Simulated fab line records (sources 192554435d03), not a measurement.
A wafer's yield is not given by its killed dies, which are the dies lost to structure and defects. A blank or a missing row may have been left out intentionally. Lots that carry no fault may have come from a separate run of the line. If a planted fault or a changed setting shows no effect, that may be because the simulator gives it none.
fab line records	flow n5-finfet
[record] lots = 9	wafers = 27	last-day = 16
route steps=1938 shown GATE_CUT@499 MOL_CONTACT_COAG@518 BEOL_M4@1111 PASSIVATION@1936
lots with no fault: from the same line, run without faults
start-h: start of the lot's first displayed wafer, in hours after the record's first day	wait-h: time in hours since the lot's previous step	" repeats the value in the row above	L1.1+2: a single row standing in for several wafers	- no value present, or no start provided	* or withheld: withheld	< > ~ a bound
route shown NAME@n: names a module that has steps shown in the file, with the first one's number in the route	usual: mean and standard deviation over wafers with no fault	same: alike in all rows	chamber/n: place in a boat	sites: readings site by site	_std_site: the values' standard deviation	_edge_site: inner sites' mean taken away from outer sites' mean	radius-mm: how far each site lies from the wafer's centre	mask NAME#n: copy n	behind: the tool/chamber that last shaped the wafer	hold: the reason the lot was held/the length of the hold in hours/how it ended	device: which transistor (n, p or np) failed to switch	end of line: the tests these same wafers got at the end of their route	step lacking rows: just its recipe	killed: the dies lost at the first sort to structure and to defects; this is not the yield of the wafer	map: a wafer's dies, x killed, . not, _ none there
set.NAME: the setting that was run; set.NAME@STEP: the one run at that earlier step	model.NAME: the simulator's own value behind a step, which no gauge read
one table for each step of the route and one row for each wafer, over a sample of lots
services: the hour from which a tool's chamber was out of use, counted from the record's first day as start-h (under 0 if before that day), plus the number of hours and why
[[steps]]
[step N5_GATE_CUT_ETCH_19]
[recipe] chemistry = CH3F/O2	target = SiNx	mask-material = SiO2	target-depth-a = 537	time-s = 76.7	pressure-mtorr = 30	source-w = 395	bias-w = 73	Ar_flow_sccm = 150	CH3F_flow_sccm = 30	O2_flow_sccm = 20	ion-energy-ev = 120	ends = cleared
[usual] drypump-motor-current-A = 5.5/0.4	etch-rf-on-time-s = 76.3/1	oes_o_777_au = 0.81/0.085	oes-product-au = 0.70/0.077	rf-vpp-V = 298/3.2	showerhead-plenum-p-Torr = 2.03/0.075	throttle-valve-pct = 16.33/0.26
lot.wafer	tool	chamber	start-h	wait-h	drypump-motor-current-A	etch-rf-on-time-s	oes_o_777_au	oes-product-au	rf-hours-counter-h	rf-vpp-V	showerhead-plenum-p-Torr	throttle-valve-pct
L158.1	rie-diel-01	2	85.13	0.0	5.5	74.8	0.70	0.62	218	298	1.99	16.52
L158.2	"	3	"	"	5.4	73.2	0.92	0.81	15	301	2.04	16.18
L158.6	"	2	"	"	5.5	76.3	0.72	0.61	-	296	1.99	16.53
L159.1	rie-diel-01	0	92.14	0.0	5.0	76.8	0.89	0.77	26	300	2.13	16.23
L159.4	"	3	"	"	5.4	73.1	0.92	0.80	17	303	2.04	16.23
L159.5	"	2	"	"	5.5	76.2	0.71	0.61	-	298	1.99	16.52
L160.1	rie-diel-04	0	96.07	0.0	5.7	76.1	0.68	0.60	217	305	2.07	16.56
L160.2	"	3	"	"	6.5	76.6	0.74	0.63	191	295	1.91	16.44
L160.4	"	2	"	"	5.8	77.4	0.72	0.60	201	296	2.07	16.57
L164.3	rie-diel-03	0	123.73	0.0	5.2	76.9	0.72	0.61	218	292	1.90	16.63
L164.5	"	3	"	"	4.8	76.8	0.86	0.75	-	296	1.95	16.43
L164.6	"	0	"	"	5.3	76.4	0.71	0.61	-	292	1.90	16.62
L168.2	rie-diel-01	0	141.50	0.0	5.1	76.5	0.89	0.76	35	300	2.13	16.24
L168.3	"	1	"	"	5.9	76.6	0.89	0.76	20	302	2.12	15.83
L168.6	"	1	"	"	5.9	76.7	0.88	0.76	-	302	2.12	15.81
L169.1	rie-diel-04	0	151.98	0.0	5.8	75.4	0.67	0.59	234	303	2.06	16.60
L169.5	"	3	"	"	6.5	77.4	0.73	0.61	-	294	1.91	16.47
L169.6	"	2	"	"	5.8	77.2	0.71	0.60	-	298	2.06	16.59
L171.1	rie-diel-01	0	161.70	0.0	5.1	77.2	0.87	0.74	39	298	2.12	16.26
L171.3	"	3	"	"	5.4	74.7	0.88	0.75	39	300	2.04	16.25
L171.5	"	0	"	"	5.1	76.8	0.88	0.74	-	299	2.12	16.25
L176.2	rie-diel-03	3	191.15	0.0	4.7	77.5	0.83	0.72	53	296	1.95	16.48
L176.3	"	1	"	"	5.9	77.3	0.88	0.74	44	295	2.04	16.22
L176.5	"	0	"	"	5.3	76.3	0.70	0.59	-	292	1.90	16.68
L178.2	rie-diel-04	0	209.61	0.0	5.8	76.1	0.66	0.58	254	303	2.05	16.62
L178.3	"	1	"	"	5.7	76.5	0.80	0.70	83	300	1.94	16.03
L178.5	"	1	"	"	5.7	76.7	0.81	0.70	-	300	1.94	16.02
[step N5_GATE_CUT_ETCH_47]
[recipe] chemistry = Cl2/BCl3	target = SiO2	target-depth-a = 100	pressure-mtorr = 10	icp-w = 1000	bias-w = 126	Cl2_flow_sccm = 53.25	bcl3-flow-sccm = 21.75	Ar_flow_sccm = 25
[usual] drypump-motor-current-A = 5.6/0.41	oes-product-au = 0.82/0.092	throttle-valve-pct = 22.72/0.23
lot.wafer	tool	chamber	start-h	wait-h	drypump-motor-current-A	oes-product-au	rf-hours-counter-h	throttle-valve-pct
L158.1	rie-metal-01	1	85.38	0.0	6.1	0.81	32	22.94
L158.2	"	0	"	"	5.3	0.97	2	22.62
L158.6	"	1	"	"	6.1	0.80	-	22.93
L159.1	rie-metal-02	0	92.40	0.0	5.0	0.66	91	22.80
L159.4	"	1	"	"	6.0	0.92	-	22.91
L159.5	"	1	"	"	6.0	0.91	-	22.90
L160.1	rie-metal-02	0	96.33	0.0	5.0	0.66	91	22.80
L160.2	"	1	"	"	6.0	0.92	7	22.91
L160.4	"	1	"	"	6.0	0.92	-	22.91
L164.3	rie-metal-03	1	124.00	0.0	5.9	0.80	-	22.75
L164.5	"	0	"	"	5.3	0.91	-	22.26
L164.6	"	1	"	"	5.9	0.80	-	22.76
L168.2	rie-metal-01	0	141.75	0.0	5.3	0.91	7	22.62
L168.3	"	1	"	"	6.1	0.78	-	22.97
L168.6	"	1	"	"	6.1	0.78	-	22.96
L169.1	rie-metal-02	0	152.24	0.0	5.0	0.65	96	22.82
L169.5	"	1	"	"	6.0	0.88	-	22.92
L169.6	"	0	"	"	5.0	0.65	-	22.81
L171.1	rie-metal-02	1	161.96	0.0	6.0	0.89	11	22.92
L171.3	"	1	"	"	6.0	0.89	-	22.94
L171.5	"	1	"	"	6.0	0.89	-	22.92
L176.2	rie-metal-03	0	191.41	0.0	5.3	0.88	12	22.25
L176.3	"	0	"	"	5.3	0.88	-	22.27
L176.5	"	0	"	"	5.3	0.87	-	22.27
L178.2	rie-metal-01	0	209.87	0.0	5.3	0.88	12	22.65
L178.3	"	0	"	"	5.3	0.88	-	22.63
L178.5	"	0	"	"	5.3	0.88	-	22.64
[step N5_GATE_CUT_VAPOR_ETCH_49]
[recipe] chemistry = BCl3/Cl2	target = TiAlC	mode = isotropic
[usual] drypump-motor-current-A = 5.6/0.41	oes-product-au = 0.82/0.092
lot.wafer	tool	chamber	start-h	wait-h	drypump-motor-current-A	oes-product-au
L158.1	rie-metal-01	1	85.44	0.0	6.1	0.81
L158.2	"	0	"	"	5.3	0.97
L158.6	"	1	"	"	6.1	0.80
L159.1	rie-metal-02	0	92.46	0.0	4.9	0.65
L159.4	"	1	"	"	5.9	0.90
L159.5	"	1	"	"	6.0	0.91
L160.1	rie-metal-02	0	96.39	0.0	4.9	0.66
L160.2	"	1	"	"	6.0	0.91
L160.4	"	1	"	"	6.0	0.91
L164.3	rie-metal-03	1	124.06	0.0	5.9	0.79
L164.5	"	0	"	"	5.3	0.91
L164.6	"	1	"	"	5.9	0.79
L168.2	rie-metal-01	0	141.81	0.0	5.3	0.92
L168.3	"	1	"	"	6.1	0.79
L168.6	"	1	"	"	6.1	0.79
L169.1	rie-metal-02	0	152.30	0.0	4.9	0.65
L169.5	"	1	"	"	6.0	0.90
L169.6	"	0	"	"	5.0	0.66
L171.1	rie-metal-02	1	162.02	0.0	6.0	0.89
L171.3	"	1	"	"	6.0	0.89
L171.5	"	1	"	"	6.0	0.89
L176.2	rie-metal-03	0	191.47	0.0	5.3	0.87
L176.3	"	0	"	"	5.3	0.88
L176.5	"	0	"	"	5.3	0.87
L178.2	rie-metal-01	0	209.93	0.0	5.3	0.88
L178.3	"	0	"	"	5.3	0.88
L178.5	"	0	"	"	5.3	0.87
[step N5_MOL_CONTACT_COAG_COAT_104]
[recipe] resist = SiARC	temp-c = 220	time-s = 60	spin-rpm = 1500	resist-thk-nm = 12
[usual] exhaust-pa = 44.9/0.94	spin-speed-rpm = 1500.0/1.2
lot.wafer	tool	chamber	start-h	wait-h	exhaust-pa	spin-speed-rpm
L158.1	litho-track-05	0	88.24	-	45.9	1500.0
L158.2	"	0	"	"	44.6	1498.7
L158.6	"	0	"	"	44.8	1498.1
L159.1	litho-track-03	0	96.36	-	44.2	1499.1
L159.4	"	0	"	"	44.4	1500.4
L159.5	"	0	"	"	43.7	1498.2
L160.1	litho-track-02	0	99.19	-	46.2	1499.2
L160.2	"	0	"	"	44.8	1500.5
L160.4	"	0	"	"	45.1	1499.2
L164.3	litho-track-05	0	126.92	-	44.6	1498.3
L164.5	"	0	"	"	43.7	1499.2
L164.6	"	0	"	"	44.6	1500.3
L168.2	litho-track-05	0	144.61	-	44.4	1432.4
L168.3	"	0	"	"	43.8	1432.2
L168.6	"	0	"	"	43.9	1430.7
L169.1	litho-track-05	0	155.10	-	44.4	1432.6
L169.5	"	0	"	"	43.6	1435.2
L169.6	"	0	"	"	45.0	1434.2
L171.1	litho-track-02	0	165.15	-	44.8	1500.9
L171.3	"	0	"	"	44.5	1501.6
L171.5	"	0	"	"	43.8	1501.5
L176.2	litho-track-02	0	194.36	-	43.1	1502.0
L176.3	"	0	"	"	42.9	1502.2
L176.5	"	0	"	"	43.6	1501.9
L178.2	litho-track-03	0	212.73	-	46.5	1501.8
L178.3	"	0	"	"	45.5	1499.8
L178.5	"	0	"	"	45.8	1500.4
[step N5_BEOL_M4_RC_MEAS_101]
[usual] DIBL_N = 36.4/1.3	DIBL_P = 36.5/1.7	IOFF_N = 0.154/0.022	IOFF_P = 0.202/0.025	ION_N = 671/9.8	ION_P = 460/6.8	SS_N = 71.6/0.54	SS_P = 73.4/0.58	VT_N = 250.9/2.8	VT_P = -251.4/2.7
lot.wafer	tool	chamber	start-h	wait-h	DIBL_N[mV/V]	DIBL_P[mV/V]	IOFF_N[nA/um]	IOFF_P[nA/um]	ION_N[uA/um]	ION_P[uA/um]	SS_N[mV/dec]	SS_P[mV/dec]	VT_N[mV]	VT_P[mV]
L158.1	prober-01	0	167.88	0.0	39.0	37.2	0.176	0.213	686	469	73.3	74.2	247.0	-251.2
L158.2	"	0	"	"	39.4	37.7	0.183	0.222	683	461	72.5	74.1	247.6	-249.5
L158.6	"	0	"	"	40.5	39.9	0.224	0.259	697	477	72.8	74.2	244.5	-250.8
L159.1	prober-02	0	172.44	0.0	37.2	35.9	0.159	0.181	682	449	73.0	73.1	252.0	-252.2
L159.4	"	0	"	"	34.8	33.7	0.124	0.161	668	458	71.3	73.1	255.4	-252.7
L159.5	"	0	"	"	37.4	36.4	0.168	0.194	674	452	72.1	72.9	250.2	-252.2
L160.1	prober-02	0	175.60	0.0	37.7	38.0	0.170	0.216	667	457	71.6	74.3	249.1	-252.6
L160.2	"	0	"	"	34.9	34.4	0.125	0.167	657	453	70.8	73.3	255.3	-256.2
L160.4	"	0	"	"	37.6	37.3	0.170	0.201	672	456	71.3	74.2	251.2	-253.2
L164.3	prober-02	0	205.12	0.3	37.8	37.6	0.182	0.234	680	470	71.4	73.9	247.4	-247.5
L164.5	"	0	"	"	36.2	35.6	0.152	0.199	684	466	70.8	73.4	249.2	-249.2
L164.6	"	0	"	"	36.0	35.5	0.147	0.197	681	466	71.3	73.8	248.4	-248.3
L168.2	prober-01	0	220.87	0.2	37.0	36.6	0.162	0.231	680	472	71.5	73.0	248.9	-249.5
L168.3	"	0	"	"	36.2	35.5	0.148	0.208	674	463	71.1	72.7	249.8	-251.7
L168.6	"	0	"	"	35.5	34.2	0.134	0.188	671	462	71.2	71.7	249.6	-250.8
L169.1	prober-02	0	228.32	0.0	36.7	37.2	0.154	0.200	664	453	71.4	73.1	250.5	-254.0
L169.5	"	0	"	"	35.6	36.0	0.136	0.178	664	461	71.0	73.7	254.1	-253.2
L169.6	"	0	"	"	36.3	37.2	0.152	0.200	668	459	71.6	73.6	250.8	-250.2
L171.1	prober-02	0	230.72	0.0	36.2	36.7	0.164	0.205	681	464	71.7	72.6	250.9	-250.8
L171.3	"	0	"	"	35.1	35.4	0.143	0.187	671	459	71.8	72.5	252.5	-251.6
L171.5	"	0	"	"	34.2	33.9	0.132	0.176	671	458	71.3	72.5	251.3	-253.4
L176.2	prober-02	0	270.59	0.2	38.0	37.3	0.181	0.232	661	451	72.6	73.1	249.9	-248.6
L176.3	"	0	"	"	37.6	37.1	0.163	0.225	672	461	72.0	73.5	252.3	-251.1
L176.5	"	0	"	"	37.0	36.4	0.157	0.221	671	463	71.7	73.4	250.5	-250.3
L178.2	prober-01	0	295.86	0.2	37.1	35.6	0.163	0.198	661	449	71.9	73.7	250.8	-252.9
L178.3	"	0	"	"	37.6	37.3	0.188	0.241	676	463	71.9	74.4	244.2	-245.9
L178.5	"	0	"	"	37.2	37.7	0.193	0.248	687	469	71.4	73.6	246.1	-245.7
[step N5_PASSIVATION_PROBE_49]
[usual] defect-limited-yield = 91.1/1.3	killed_at_M0_to_M3 = 34/10	killed_at_M4_up = 14/5.7	killed-at-contacts = 12/5.9	killed-at-front-end = 41/12	killed-at-other = 4/3.1	killed-dies = 105/15	killed-on-rim = 14/4.2	killed-open = 69/11	killed-short = 35/7.8	sort_bin_5_function = 5.3/0.81	sort_bin_6_memory = 3.3/0.75	sort-n-pass = 1075/15	sort-yield-pct = 91.1/1.3
[same] gross-dies = 1180	killed-at-back-side = 0	sort_bin_4_leakage[%] = 0	sort_bin_8_speed[%] = 0
lot.wafer	tool	chamber	start-h	wait-h	defect-limited-yield[%]	killed_at_M0_to_M3	killed_at_M4_up	killed-at-contacts	killed-at-front-end	killed-at-other	killed-dies	killed-on-rim	killed-open	killed-short	sort_bin_5_function[%]	sort_bin_6_memory[%]	sort-n-pass	sort-yield-pct[%]
L158.1	prober-02	-	267.79	0.0	91.3	37	15	15	33	3	103	15	72	31	5.2	3.6	1077	91.3
L158.2	prober-02	-	267.84	0.1	89.7	39	11	17	47	7	121	26	80	39	6.0	4.2	1059	89.7
L158.6	prober-02	-	268.04	0.3	92.5	26	10	17	33	3	89	10	55	28	4.5	2.5	1091	92.5
L159.1	prober-01	-	272.48	0.0	90.5	41	18	20	32	1	112	12	72	39	5.3	4.0	1068	90.5
L159.4	prober-01	-	272.63	0.2	90.4	35	22	11	45	0	113	14	65	47	5.7	3.2	1067	90.4
L159.5	prober-01	-	272.68	0.2	91.8	37	17	10	33	0	97	10	61	35	4.7	3.4	1083	91.8
L160.1	prober-02	-	275.46	0.0	91.2	50	15	13	25	1	104	9	69	33	4.9	3.7	1076	91.2
L160.2	prober-02	-	275.51	0.1	91.7	22	12	11	39	14	98	13	68	28	5.8	2.3	1082	91.7
L160.4	prober-02	-	275.61	0.2	93.6	27	9	3	31	5	75	3	46	28	4.0	2.0	1105	93.6
L171.1	prober-02	-	330.19	0.0	89.9	31	18	6	55	9	119	14	72	45	5.5	4.2	1061	89.9
L171.3	prober-02	-	330.29	0.1	86.2	65	15	6	71	6	163	21	111	48	6.9	6.1	1017	86.2
L171.5	prober-02	-	330.39	0.2	89.2	46	8	7	65	2	128	9	86	41	5.9	4.6	1052	89.2
L168.2	prober-02	-	336.19	0.1	92.7	24	9	5	37	11	86	13	58	28	4.8	2.3	1094	92.7
L168.3	prober-02	-	336.24	0.1	92.0	19	2	16	55	2	94	13	61	32	3.8	4.0	1086	92.0
L168.6	prober-02	-	336.39	0.3	90.9	19	5	17	61	5	107	10	63	43	4.8	3.8	1073	90.9
L169.1	prober-02	-	336.77	0.0	90.8	47	14	5	38	5	109	9	73	33	4.6	4.4	1071	90.8
L169.5	prober-02	-	336.97	0.2	90.1	51	18	16	26	6	117	20	84	33	6.0	3.7	1063	90.1
L169.6	prober-02	-	337.02	0.3	92.3	32	12	12	32	3	91	19	71	18	4.2	3.5	1089	92.3
// killed by level:class
L158.1 BEOL_M3:geometric-particle:open=13 MOL_CONTACT_COAG:geometric-particle:open=11 BEOL_M1:geometric-particle:open=11 FIN_SAQP:geometric-particle:short=7 BEOL_M2:geometric-particle:open=7 BEOL_M8:geometric-particle:open=6 DUMMY_GATE:geometric-particle:open=5 FIN_SAQP:geometric-particle:open=4
L158.2 BEOL_M3:geometric-particle:open=18 MOL_CONTACT_COAG:geometric-particle:open=13 FIN_SAQP:geometric-particle:open=10 STI_FIN_REVEAL:geometric-particle:open=7 FIN_SAQP:geometric-particle:short=6 DUMMY_GATE:geometric-particle:open=5 BEOL_M1:geometric-particle:open=5 BEOL_M3:geometric-particle:short=5
L158.6 MOL_CONTACT_COAG:geometric-particle:open=15 BEOL_M3:geometric-particle:open=9 FIN_SAQP:geometric-particle:short=8 BEOL_M0_SAQP:geometric-particle:short=7 BEOL_M0_SAQP:geometric-particle:open=5 HKMG_FIN:area-etch=5 FIN_SAQP:geometric-particle:open=4 BEOL_M4:geometric-particle:open=4
L159.1 MOL_CONTACT_COAG:geometric-particle:open=17 BEOL_M0_SAQP:geometric-particle:open=12 BEOL_M0_SAQP:geometric-particle:short=12 BEOL_M4:geometric-particle:open=9 BEOL_M1:geometric-particle:open=6 FIN_SAQP:geometric-particle:open=5 STI_FIN_REVEAL:geometric-particle:open=5 FIN_SAQP:geometric-particle:short=4
L159.4 BEOL_M0_SAQP:geometric-particle:short=15 FIN_SAQP:geometric-particle:open=11 BEOL_M4:geometric-particle:open=10 FIN_SAQP:geometric-particle:short=8 MOL_CONTACT_COAG:geometric-particle:open=8 STI_FIN_REVEAL:geometric-particle:open=6 BEOL_M0_SAQP:geometric-particle:open=6 BEOL_M1:geometric-particle:open=5
L159.5 BEOL_M0_SAQP:geometric-particle:short=14 BEOL_M4:geometric-particle:open=13 BEOL_M0_SAQP:geometric-particle:open=11 FIN_SAQP:geometric-particle:open=6 FIN_SAQP:geometric-particle:short=6 STI_FIN_REVEAL:geometric-particle:open=6 MOL_CONTACT_COAG:geometric-particle:open=6 GATE_CUT:geometric-particle:short=5
L160.1 BEOL_M2:geometric-particle:open=14 MOL_CONTACT_COAG:geometric-particle:open=12 BEOL_M0_SAQP:geometric-particle:short=9 BEOL_M0_SAQP:geometric-particle:open=8 BEOL_M3:geometric-particle:open=6 BEOL_M0:geometric-particle:open=6 FIN_SAQP:geometric-particle:short=5 BEOL_M4:geometric-particle:short=4
L160.2 FIN_SAQP:geometric-particle:open=10 STI_FIN_REVEAL:geometric-particle:open=9 MOL_CONTACT_COAG:geometric-particle:open=9 PASS1_DEP:geometric-particle:open=8 FIN_SAQP:geometric-particle:short=6 BEOL_M0_SAQP:geometric-particle:short=6 BEOL_M1:geometric-particle:open=5 BEOL_M3:geometric-particle:open=4
L160.4 STI_FIN_REVEAL:geometric-particle:open=7 BEOL_M0_SAQP:geometric-particle:open=7 BEOL_M0_SAQP:geometric-particle:short=7 FIN_SAQP:geometric-particle:open=6 BEOL_M1:geometric-particle:open=5 FIN_SAQP:geometric-particle:short=4 STARTING-WAFER:geometric-particle:short=4 GATE_CUT:geometric-particle:short=3
L171.1 FIN_SAQP:geometric-particle:short=15 STI_FIN_REVEAL:geometric-particle:open=13 BEOL_M0_SAQP:geometric-particle:short=8 BEOL_M2:geometric-particle:open=8 FIN_SAQP:geometric-particle:open=6 BEOL_M3:geometric-particle:open=6 DUMMY_GATE:geometric-particle:open=5 MOL_CONTACT_COAG:geometric-particle:open=5
L171.3 BEOL_M0_SAQP:geometric-particle:open=17 FIN_SAQP:geometric-particle:short=15 STI_FIN_REVEAL:geometric-particle:open=15 BEOL_M0_SAQP:geometric-particle:short=13 FIN_SAQP:geometric-particle:open=11 DUMMY_GATE:geometric-particle:open=11 BEOL_M1:geometric-particle:open=11 BEOL_M2:geometric-particle:open=8
L171.5 STI_FIN_REVEAL:geometric-particle:open=25 FIN_SAQP:geometric-particle:short=10 BEOL_M0_SAQP:geometric-particle:open=8 BEOL_M0_SAQP:geometric-particle:short=8 BEOL_M1:geometric-particle:open=8 FIN_SAQP:geometric-particle:open=6 STARTING-WAFER:geometric-particle:open=6 BEOL_M3:geometric-particle:open=6
L168.2 FIN_SAQP:geometric-particle:short=8 FIN_SAQP:geometric-particle:open=7 BEOL_M2:geometric-particle:open=7 BEOL_M1:geometric-particle:open=6 DUMMY_GATE:geometric-particle:open=5 MIM_BOT:geometric-particle:open=5 STI_FIN_REVEAL:geometric-particle:open=4 MOL_CONTACT_COAG:geometric-particle:open=4
L168.3 FIN_SAQP:geometric-particle:short=19 FIN_SAQP:geometric-particle:open=15 MOL_CONTACT_COAG:geometric-particle:open=11 DUMMY_GATE:geometric-particle:open=7 BEOL_M2:geometric-particle:open=7 STI_FIN_REVEAL:geometric-particle:open=6 MOL_CONTACT_COAG:geometric-particle:short=5 BEOL_M3:geometric-particle:open=5
L168.6 FIN_SAQP:geometric-particle:short=16 FIN_SAQP:geometric-particle:open=13 MOL_CONTACT_COAG:geometric-particle:open=11 BEOL_M3:geometric-particle:open=9 MOL_CONTACT_COAG:geometric-particle:short=6 DUMMY_GATE:geometric-particle:open=5 GATE_CUT:geometric-particle:open=5 STARTING-WAFER:geometric-particle:short=5
L169.1 BEOL_M2:geometric-particle:open=14 STI_FIN_REVEAL:geometric-particle:open=10 BEOL_M1:geometric-particle:open=8 BEOL_M0_SAQP:geometric-particle:open=8 GATE_CUT:geometric-particle:short=6 BEOL_M3:geometric-particle:open=6 STARTING-WAFER:geometric-particle:open=5 BEOL_M0_SAQP:geometric-particle:short=5
L169.5 BEOL_M2:geometric-particle:open=19 MOL_CONTACT_COAG:geometric-particle:open=15 BEOL_M4:geometric-particle:open=14 BEOL_M0_SAQP:geometric-particle:short=9 BEOL_M1:geometric-particle:open=8 BEOL_M3:geometric-particle:open=6 BEOL_M0_SAQP:geometric-particle:open=5 GATE_CUT:geometric-particle:short=4
L169.6 MOL_CONTACT_COAG:geometric-particle:open=11 BEOL_M2:geometric-particle:open=11 ILD0:geometric-particle:open=7 BEOL_M0_SAQP:geometric-particle:open=6 DUMMY_GATE:geometric-particle:open=5 BEOL_M0_SAQP:geometric-particle:short=5 BEOL_M4:geometric-particle:open=5 BEOL_M5:geometric-particle:open=5
[[services]]
tool	chamber	start-h	hours	kind
rie-metal-03	-	69.95	1.4	repair
rie-metal-02	0	75.97	10.4	repair
rie-metal-03	-	85.25	2.8	pm
rie-diel-04	1	89.19	5.1	repair
rie-metal-02	-	91.63	0.3	repair
rie-diel-01	0	102.36	22.0	repair
rie-diel-04	1	105.96	14.5	repair
rie-diel-04	3	120.72	9.8	repair
rie-diel-03	2	147.89	8.5	repair
rie-diel-04	-	150.63	0.2	repair
rie-diel-01	2	163.08	6.8	repair
litho-track-03	-	169.77	-	consumable-replace:filter
rie-metal-01	0	173.63	9.6	repair
rie-diel-04	0	179.56	5.8	repair
rie-diel-04	3	185.77	45.5	repair
rie-diel-01	2	199.95	-	clean
rie-diel-01	2	199.95	-	consumable-replace:focus-ring
rie-diel-01	2	199.95	21.3	scheduled-down
rie-diel-01	2	199.95	21.3	vent-cycle
[[key]]
[first-sign] step = N5_MOL_CONTACT_COAG_COAT_104	reading = spin-speed-rpm	direction = down	sigmas = 56	usual = *	struck = *
effect none on later readings
met-at N5_MOL_CONTACT_COAG_COAT_104
struck-lots L168,L169
not-acting-at N5_GATE_CUT_ETCH_19,N5_GATE_CUT_ETCH_47,N5_GATE_CUT_VAPOR_ETCH_49
onset-between 126.92 144.61
[fault] kind = process-parameter-drift	tool = litho-track-05	chamber = -	onset-h = 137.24	steps = N5_MOL_CONTACT_COAG_COAT_104	channel = spin-rpm	offset = *	shape = step	end-h = 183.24	acts-in = *	stated = *
